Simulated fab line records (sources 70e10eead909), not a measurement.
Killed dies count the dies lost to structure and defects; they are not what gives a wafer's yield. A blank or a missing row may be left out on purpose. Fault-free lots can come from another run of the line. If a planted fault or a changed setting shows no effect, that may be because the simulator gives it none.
Which tool is to blame? ; flow nand-harc ; 6 lots with 18 wafers sampled at 5 steps, on a route of 1159 steps

== WHAT THE GAUGES SHOWED, per wafer ==
NHARC_END_SORT_01.
lot;measured;on;killed-at-other
L714;day 22 12:31;prober-01;0 1 7
L712;day 23 00:34;prober-02;0 2 659
L717;day 23 23:44;prober-02;2 0 0

== WHICH TOOL RAN EACH LOT (tool, then ch and the chambers of the sampled wafers, then the start) ==
lot;NHARC_A_BONDPAD_CMP_19;NHARC_THIN_TSV_DEP_43;NHARC_THIN_TSV_STRIP_62;NHARC_THIN_TSV_ECD_20
L701;cmp-03 ch 1,2,3, day 18 13:04;pecvd-01 ch 0,2, day 18 23:35;plasma-asher-01 ch 0,1, day 19 02:54;ecd-cu-02 ch 0,1, day 19 03:38
L706;cmp-03 ch 1,2, day 18 17:49;pecvd-04 ch 0,1, day 19 07:01;plasma-asher-02 ch 0,1, day 19 10:36;ecd-cu-01 ch 0,1, day 19 11:19
L700;cmp-03 ch 0,1, day 19 13:23;pecvd-01 ch 0,2, day 20 01:35;plasma-asher-02 ch 0,1, day 20 05:01;ecd-cu-02 ch 0,1, day 20 05:38
L714;cmp-01 ch 0,1,2, day 21 09:28;pecvd-01 ch 0,1,2, day 21 20:33;plasma-asher-01 ch 0,1, day 22 00:05;ecd-cu-01 ch 0,1, day 22 00:48
L712;cmp-01 ch 0,1,3, day 21 15:43;pecvd-01 ch 0,2, day 22 08:14;plasma-asher-01 ch 0,1, day 22 12:19;ecd-cu-02 ch 0,1, day 22 12:57
L717;cmp-01 ch 0,1, day 22 16:05;pecvd-03 ch 0,1,2, day 23 04:35;plasma-asher-01 ch 0,1, day 23 08:16;ecd-cu-01 ch 0, day 23 08:59
- NHARC_A_BONDPAD_CMP_19: polishes, t overpolish 30 s, cu recess touch 16 s, target thk 169.8 nm.
- NHARC_THIN_TSV_DEP_43: deposits SiO2, target thk 1328.5 nm.
- NHARC_THIN_TSV_STRIP_62: strips in N2/H2, time 20 s.
- NHARC_THIN_TSV_ECD_20: material Cu, target thk 2000 nm.

== THE ANSWER, worked out from the rows above alone ==
Rule: the usual values come from the lots themselves. Put in order of their means at a reading, lots are off if they are a third of the lots or fewer, leave a main group of 4 or more, and stand apart from it by a gap of 3 or more times the standard deviation of the main group's means; of several such gaps the widest counts. Not used: any main group whose means are identical at the precision the tables above print for the reading. A lot without any number at a reading at which 4 lots or more have one is off too. Any other lot the step has rows for is counted as sound.
Nothing can be told from this: no lot is off at any reading shown.

== WHAT WAS PUT IN BY THE SIMULATOR ==
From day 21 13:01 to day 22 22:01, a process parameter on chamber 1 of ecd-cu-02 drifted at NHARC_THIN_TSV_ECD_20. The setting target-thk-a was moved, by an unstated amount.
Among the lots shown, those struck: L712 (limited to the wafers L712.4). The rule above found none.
